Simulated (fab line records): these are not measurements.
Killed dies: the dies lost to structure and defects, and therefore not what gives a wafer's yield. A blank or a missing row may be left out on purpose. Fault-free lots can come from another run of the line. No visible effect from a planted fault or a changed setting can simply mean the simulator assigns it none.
fab line records + flow n5_finfet
record
- lots=4
- wafers=12
- last_day=15
route steps=1938 shown BEOL_M7@1320 BEOL_M8@1332 PASSIVATION@1936
lots untouched by any fault: they come from a run of this same line in which no faults occurred
start_h: hours from the record's opening day to when the first of the lot's shown wafers began + wait_h: how many hours have passed since the lot's step before this one + " identical to the entry in the row above + L1.1+2: one row covering several wafers at once + - value missing, or start not given + * or withheld: withheld + < > ~ a bound
route shown NAME@n: a module of which the file shows steps, and the number in the route of the first + usual: mean/standard deviation of fault-free wafers + same: alike in all rows + chamber/n: place in a boat + sites: each site's reading + _std_site: the values' standard deviation + _edge_site: mean of outer sites minus mean of inner sites + radius_mm: for every site, how far away it sits from the centre of the wafer + mask NAME#n: copy n + behind: the tool/chamber that last shaped the wafer + hold: what put the lot on hold/how long, in hours/how the hold closed + device: the n, p or np transistor that did not switch + end of line: the route-end tests of the same wafers + a step given without rows: its recipe and nothing more + killed: the dies lost at the first sort to structure and to defects; this is not the yield of the wafer + map: a wafer's dies, x killed, . not, _ none there
set.NAME: the setting the step ran with; set.NAME@STEP: the setting that earlier step ran with + model.NAME: the simulator's own value behind a step, which no gauge read
a table for each step, a row for each wafer; lots at some steps of the route
services: from which hour (start_h, from the record's first day; less than 0 if before it) a tool's chamber was out of use, for how many hours, and why
## steps
# step N5_BEOL_M7_ALD_77
# recipe
- material=TaN
- target_thk_a=20
- temp_c=275
- ald_precursor_family=PDMAT
- ald_co_reactant=NH3
- pressure_torr=3
- carrier_flow_sccm=1500
- pulse_time_s=2
- purge_time_s=3
- co_reactant_purge_time_s=2
- co_reactant_pulse_time_s=3
- ald_cycles=40
- precursor_vessel_temp_c=75
- precursor_vessel_pressure_torr=26.25
- precursor_vessel_carrier_sccm=1000
# step N5_BEOL_M7_SURFACE_TREAT_79
# recipe
- gas=Ar
- time_s=*
- ion_energy_ev=*
- ion_current_ma_cm2=0.5
- pressure_mtorr=*
- ar_flow_sccm=30
# step N5_BEOL_M7_CVD_78
# recipe
- material=Co
- target_thk_a=20
- temp_c=withheld
- precursor=CCTBA/H2
- pressure_torr=30
- time_s=142.3
# step N5_BEOL_M7_SPUTTER_48
# recipe
- material=Cu
- target_thk_a=100
- temp_c=-20
- bias_v=60
- power_w=26000
- chamber_pressure_pa=0.13
- time_s=1.667
# step N5_BEOL_M7_ECD_50
# recipe
- material=Cu
- target_thk_a=3000
# step N5_BEOL_M7_ANNEAL_51
# recipe
- temp_c=225
- time_s=90
- ambient=N2
# step N5_BEOL_M7_CMP_52
# recipe
- stop_on=SiCOH_lowk
- t_overpolish_s=6.9
- down_force_psi=1
- platen_rpm=50
- clearing_platen_down_force_psi=1.5
- clearing_platen_rpm=50
- post_cmp_clean=cu_alkaline
- target_thk_nm=80
- clearing_platen_pad_velocity_m_s=0.99484
- pad_velocity_m_s=0.99484
# step N5_BEOL_M7_PRE_CLEAN_55
# recipe
- gas=NH3
- time_s=15
- temp_c=withheld
- rf_power_w=300
# step N5_BEOL_M7_DEP_56
# recipe
- material=SiCN
- target_thk_a=100
- temp_c=withheld
- precursor=3MS/NH3
- pressure_torr=3
- rf_w=202
- time_s=17.5
# step N5_BEOL_M8_ILD_DEP_00
# recipe
- material=SiCOH_lowk
- target_thk_a=1797.5
- temp_c=300
- precursor=DEMS/porogen
- pressure_torr=5
- rf_w=500
- time_s=33.4
# usual
- heater_power_w=334/69
- showerhead_plenum_p_Torr=5.742/0.019
- throttle_valve_pct=14.3/0.81
| lot.wafer | tool     | chamber | start_h | wait_h | heater_power_w | showerhead_plenum_p_Torr | throttle_valve_pct | model.SiCOH_lowk_of_BEOL_M8_ILD_DEP_00.thk_nm |
|-----------|----------|---------|---------|--------|----------------|--------------------------|--------------------|-----------------------------------------------|
| L182.1    | pecvd-01 | 0       | 227.36  | 0.0    | 187            | 5.731                    | 14.8               | 179.4                                         |
| L182.3    | "        | 1       | "       | "      | 307            | 5.752                    | 15.5               | 176.2                                         |
| L182.4    | "        | 1       | "       | "      | 320            | 5.749                    | 15.6               | 178.8                                         |
| L192.3    | pecvd-01 | 2       | 279.49  | 0.1    | 299            | 5.758                    | 13.6               | 135.8                                         |
| L192.5    | "        | 1       | "       | "      | 330            | 5.755                    | 15.6               | 178                                           |
| L192.6    | "        | 2       | "       | "      | 297            | 5.757                    | 13.6               | 179.4                                         |
| L194.2    | pecvd-01 | 2       | 286.60  | 0.0    | 317            | 5.749                    | 13.8               | 176.6                                         |
| L194.3    | "        | 2       | "       | "      | 314            | 5.743                    | 13.8               | 135                                           |
| L194.5    | "        | 2       | "       | "      | 318            | 5.757                    | 13.6               | 179.4                                         |
| L195.3    | pecvd-03 | 1       | 290.66  | 0.0    | 428            | 5.737                    | 14.2               | 177.6                                         |
| L195.5    | "        | 1       | "       | "      | 432            | 5.734                    | 14.0               | 181.2                                         |
| L195.6    | "        | 0       | "       | "      | 358            | 5.750                    | 13.9               | 182.2                                         |
# step N5_BEOL_M8_CURE_74
# recipe
- temp_c=385
- time_s=240
- ambient=He/Ar
- material=SiCOH_lowk
# step N5_BEOL_M8_THK_MEAS_01
# recipe
- reads=SiCOH_lowk_of_BEOL_M8_ILD_DEP_00
# usual
- M8_ILD_THK=154.7/1.8
| lot.wafer | tool          | chamber | start_h | wait_h | M8_ILD_THK[nm] |
|-----------|---------------|---------|---------|--------|----------------|
| L182.1    | film_metro-01 | -       | 228.07  | 0.4    | 154.8          |
| L182.3    | "             | -       | "       | "      | 151.7          |
| L182.4    | "             | -       | "       | "      | 154.2          |
| L192.3    | film_metro-02 | -       | 280.07  | 0.3    | 116.8          |
| L192.5    | "             | -       | "       | "      | 153.5          |
| L192.6    | "             | -       | "       | "      | 154.7          |
| L194.2    | film_metro-02 | -       | 287.22  | 0.4    | 152.2          |
| L194.3    | "             | -       | "       | "      | 116.1          |
| L194.5    | "             | -       | "       | "      | 154.8          |
| L195.3    | film_metro-02 | -       | 291.24  | 0.3    | 153.3          |
| L195.5    | "             | -       | "       | "      | 156.4          |
| L195.6    | "             | -       | "       | "      | 157.1          |
# step N5_BEOL_M8_PECVD_70
# recipe
- material=SiO2
- target_thk_a=200
- temp_c=400
- precursor=TEOS/O2
- pressure_torr=5.5
- rf_w=450
- teos_flow_sccm=53.8
- gas=O2
- flow_sccm=3000
- time_s=22.7
# step N5_BEOL_M8_HM_DEP_02
# recipe
- material=TiN
- target_thk_a=200
- temp_c=25
- chamber_pressure_pa=0.49996
# step N5_BEOL_M8_COAT_59
# recipe
- resist=SOC
- temp_c=250
- time_s=60
- spin_rpm=1500
- resist_thk_nm=100
# step N5_BEOL_M8_COAT_60
# recipe
- resist=SiARC
- temp_c=220
- time_s=60
- spin_rpm=1500
- resist_thk_nm=35
# step N5_BEOL_M8_COAT_05
# recipe
- resist=CAR-ArF
- spin_rpm=1500
- resist_thk_nm=90
# step N5_BEOL_M8_EBR_07
# recipe
- solvent=PGMEA
- ebr_width_mm=1.5
# step N5_BEOL_M8_SOFTBAKE_06
# recipe
- temp_c=110
- time_s=60
- resist=CAR-ArF
# step N5_BEOL_M8_EXPOSE_08
# recipe
- mask_id=M8
- na=1.35
- source_shape=dipole
- sigma_inner=0.817
- sigma_outer=0.97
- polarization=te
- dose_mj=68.25
# step N5_BEOL_M8_PEB_09
# recipe
- peb_temp_c=withheld
- peb_time_s=60
- resist=CAR-ArF
# step N5_BEOL_M8_DEVELOP_10
# recipe
- develop_time_s=30
- developer=TMAH
- resist=CAR-ArF
- rinse_liquid=diw
- dry=air_spin
- dev_temp_c=23
# step N5_BEOL_M8_DESCUM_16
# recipe
- chemistry=O2
- time_s=7.9
- source_power_w=50
- bias_power_w=20
- pressure_mtorr=20
- rf_frequency_hz=2.712e+07
- temp_c=40
- resist=CAR-ArF
- o2_flow_sccm=225
# step N5_BEOL_M8_ETCH_61
# recipe
- chemistry=CF4
- target=SiARC
- target_depth_a=455
- mask_material=CAR-ArF
- time_s=75.8
- ion_energy_ev=80
- pressure_mtorr=40
- source_w=545
- bias_w=36
- Ar_flow_sccm=100
- cf4_flow_sccm=100
- ends=cleared
# step N5_BEOL_M8_ETCH_62
# recipe
- chemistry=N2/H2
- target=SOC
- target_depth_a=1100
- overetch_a=220
- mask_material=SiARC
- temp_c=40
- time_s=165
- ion_energy_ev=200
- pressure_mtorr=30
- source_w=840
- bias_w=150
- n2_flow_sccm=200
- h2_flow_sccm=200
# step N5_BEOL_M8_STRIP_68
# recipe
- chemistry=N2/H2
- temp_c=40
- n2_flow_sccm=200
- h2_flow_sccm=200
- rf_frequency_hz=6e+07
# step N5_BEOL_M8_STRIP_67
# recipe
- chemistry=CF4
- resist=SiARC
- power_w=300
- bias_power_w=75
- pressure_mtorr=50
- cf4_flow_sccm=150
- rf_frequency_hz=6e+07
# step N5_BEOL_M8_HM_OPEN_17
# recipe
- chemistry=Cl2/BCl3
- target_depth_a=200
- overetch_a=60
- target=TiN
- mask_material=SOC
- ion_energy_ev=150
- pressure_mtorr=10
- icp_w=1000
- bias_w=126
- Cl2_flow_sccm=53.25
- bcl3_flow_sccm=21.75
- Ar_flow_sccm=25
# step N5_BEOL_M8_STRIP_19
# recipe
- chemistry=O2
- power_w=400
- temp_c=40
- pressure_mtorr=30
- rf_frequency_hz=6e+07
- bias_power_w=0
- overash_fraction=0.2
- o2_flow_sccm=225
# step N5_BEOL_M8_COAT_63
# recipe
- resist=SOC
- temp_c=250
- time_s=60
- spin_rpm=1500
- resist_thk_nm=60
# step N5_BEOL_M8_COAT_64
# recipe
- resist=SiARC
- temp_c=220
- time_s=60
- spin_rpm=1500
- resist_thk_nm=12
# step N5_BEOL_M8_COAT_71
# recipe
- resist=underlayer
- temp_c=205
- time_s=60
- spin_rpm=1500
- resist_thk_nm=5
# step N5_BEOL_M8_COAT_22
# recipe
- resist=CAR-EUV
- spin_rpm=1500
- resist_thk_nm=30
# step N5_BEOL_M8_EBR_24
# recipe
- solvent=PGMEA
- ebr_width_mm=1.5
# step N5_BEOL_M8_SOFTBAKE_23
# recipe
- temp_c=110
- time_s=60
- resist=CAR-EUV
# step N5_BEOL_M8_CMP_52
# recipe
- stop_on=SiCOH_lowk
- t_overpolish_s=6.9
- down_force_psi=1
- platen_rpm=50
- clearing_platen_down_force_psi=1.5
- clearing_platen_rpm=50
- post_cmp_clean=cu_alkaline
- target_thk_nm=80
- clearing_platen_pad_velocity_m_s=0.99484
- pad_velocity_m_s=0.99484
# usual
- motor_current_A=5.9/0.48
| lot.wafer | tool   | chamber | start_h | wait_h | motor_current_A | model.SiCOH_lowk_of_BEOL_M8_ILD_DEP_00.thk_nm |
|-----------|--------|---------|---------|--------|-----------------|-----------------------------------------------|
| L182.3    | cmp-04 | 2       | 233.67  | 0.2    | 6.2             | 148.8                                         |
| L182.4    | "      | 3       | "       | "      | 6.3             | 151.2                                         |
| L182.1    | "      | 0       | "       | "      | 5.9             | 151.8                                         |
| L192.3    | cmp-03 | 3       | 290.22  | 0.2    | 6.6             | 113.8                                         |
| L192.6    | "      | 3       | "       | "      | 6.3             | 151.6                                         |
| L192.5    | "      | 0       | "       | "      | 6.3             | 150.6                                         |
| L194.3    | cmp-01 | 0       | 296.34  | 0.2    | 5.1             | 113.2                                         |
| L194.2    | "      | 1       | "       | "      | 5.8             | 149.2                                         |
| L194.5    | "      | 0       | "       | "      | 5.3             | 151.8                                         |
| L195.3    | cmp-01 | 2       | 298.91  | 0.2    | 5.7             | 150.2                                         |
| L195.6    | "      | 0       | "       | "      | 5.0             | 154.2                                         |
| L195.5    | "      | 1       | "       | "      | 5.5             | 153.2                                         |
# step N5_PASSIVATION_PROBE_49
# usual
- defect_limited_yield=91.5/1.5
- killed_at_M0_to_M3=30/11
- killed_at_M4_up=13/4.9
- killed_at_contacts=14/6.5
- killed_at_front_end=40/11
- killed_at_other=3.3/2.7
- killed_dies=100/18
- killed_open=67/14
- killed_short=32/7.8
- sort_bin_5_function=5.0/0.97
- sort_bin_6_memory=3.2/0.75
- sort_n_pass=1080/18
- sort_yield_pct=91.5/1.5
# same
- gross_dies=1180
- killed_at_back_side=0
- sort_bin_4_leakage[%]=0
- sort_bin_8_speed[%]=0
| lot.wafer | tool      | chamber | start_h | wait_h | defect_limited_yield[%] | killed_at_M0_to_M3 | killed_at_M4_up | killed_at_contacts | killed_at_front_end | killed_at_other | killed_dies | killed_open | killed_short | sort_bin_5_function[%] | sort_bin_6_memory[%] | sort_n_pass | sort_yield_pct[%] |
|-----------|-----------|---------|---------|--------|-------------------------|--------------------|-----------------|--------------------|---------------------|-----------------|-------------|-------------|--------------|------------------------|----------------------|-------------|-------------------|
| L192.5    | prober-01 | -       | 369.21  | 0.2    | 90.7                    | 26                 | 11              | 10                 | 58                  | 5               | 110         | 72          | 38           | 5.4                    | 3.4                  | 1070        | 90.7              |
| L194.2    | prober-02 | -       | 370.56  | 0.8    | 89.4                    | 39                 | 23              | 1                  | 57                  | 5               | 125         | 74          | 40           | 6.0                    | 3.4                  | 1055        | 89.4              |
| L194.3    | prober-02 | -       | 370.61  | 0.9    | 90.6                    | 42                 | 12              | 6                  | 48                  | 3               | 111         | 73          | 38           | 6.3                    | 2.8                  | 1069        | 90.6              |
# killed by level:class
L192.5 STI_FIN_REVEAL:geometric_particle:open=20 FIN_SAQP:geometric_particle:open=13 BEOL_M0_SAQP:geometric_particle:short=9 MOL_CONTACT_COAG:geometric_particle:open=9 FIN_SAQP:geometric_particle:short=8 BEOL_M0_SAQP:geometric_particle:open=6 BEOL_M2:geometric_particle:open=5 MIM_TOP:geometric_particle:short=4
L194.2 FIN_SAQP:geometric_particle:short=16 BEOL_M4:geometric_particle:open=14 BEOL_M2:geometric_particle:open=10 HKMG_FIN:area_etch=10 STI_FIN_REVEAL:geometric_particle:open=8 BEOL_M1:geometric_particle:open=8 BEOL_M3:geometric_particle:open=6 FIN_SAQP:geometric_particle:open=5
L194.3 FIN_SAQP:geometric_particle:open=12 STI_FIN_REVEAL:geometric_particle:open=12 BEOL_M2:geometric_particle:open=11 FIN_SAQP:geometric_particle:short=9 BEOL_M0_SAQP:geometric_particle:open=9 BEOL_M1:geometric_particle:open=8 BEOL_M4:geometric_particle:open=6 STARTING-WAFER:geometric_particle:short=6
## services
| tool     | chamber | start_h | hours | kind                           |
|----------|---------|---------|-------|--------------------------------|
| pecvd-03 | 0       | 209.72  | 2.1   | scheduled_down                 |
| cmp-01   | -       | 210.13  | 3.9   | repair                         |
| cmp-01   | -       | 218.67  | 0.6   | repair                         |
| pecvd-03 | -       | 231.62  | 0.9   | repair                         |
| cmp-01   | -       | 234.27  | 4.8   | repair                         |
| cmp-03   | -       | 256.62  | 4.3   | pm                             |
| cmp-04   | -       | 266.60  | 13.3  | pm                             |
| pecvd-01 | 0       | 267.38  | 19.8  | repair                         |
| cmp-03   | -       | 269.62  | 0.8   | repair                         |
| cmp-03   | -       | 279.65  | 2.3   | repair                         |
| cmp-04   | -       | 286.89  | 0.5   | repair                         |
| cmp-01   | -       | 287.82  | 4.0   | pm                             |
| cmp-01   | -       | 291.82  | -     | consumable_replace:conditioner |
| cmp-01   | -       | 291.82  | -     | consumable_replace:pad         |
| cmp-04   | -       | 298.80  | 0.6   | repair                         |
## key
first_sign
- step=N5_BEOL_M8_THK_MEAS_01
- reading=M8_ILD_THK
- direction=down
- sigmas=21
- usual=154.7
- struck=116.4
effect none on later readings
model_effect
- step=N5_BEOL_M8_ILD_DEP_00
- value=SiCOH_lowk_of_BEOL_M8_ILD_DEP_00.thk_nm
- without=179.4
- struck=135.4
model_effect
- step=N5_BEOL_M8_CMP_52
- value=SiCOH_lowk_of_BEOL_M8_ILD_DEP_00.thk_nm
- without=151.7
- struck=113.5
met_at N5_BEOL_M8_ILD_DEP_00
struck_wafers L192.3,L194.3
baseline_loss
- step=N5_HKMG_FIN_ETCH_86
- wafers=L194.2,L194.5
onset_between 227.36 279.49
fault
- kind=process_parameter_drift
- tool=pecvd-01
- chamber=-
- onset_h=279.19
- steps=N5_BEOL_M8_ILD_DEP_00
- channel=time_s
- offset=*
- shape=step
- end_h=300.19
- scope=struck_wafers_only
- acts_in=*
- stated=*
# baseline_loss: these wafers lose ten dies or more at that step, a loss of the line's own and not of a fault; the sort's usual values leave them out
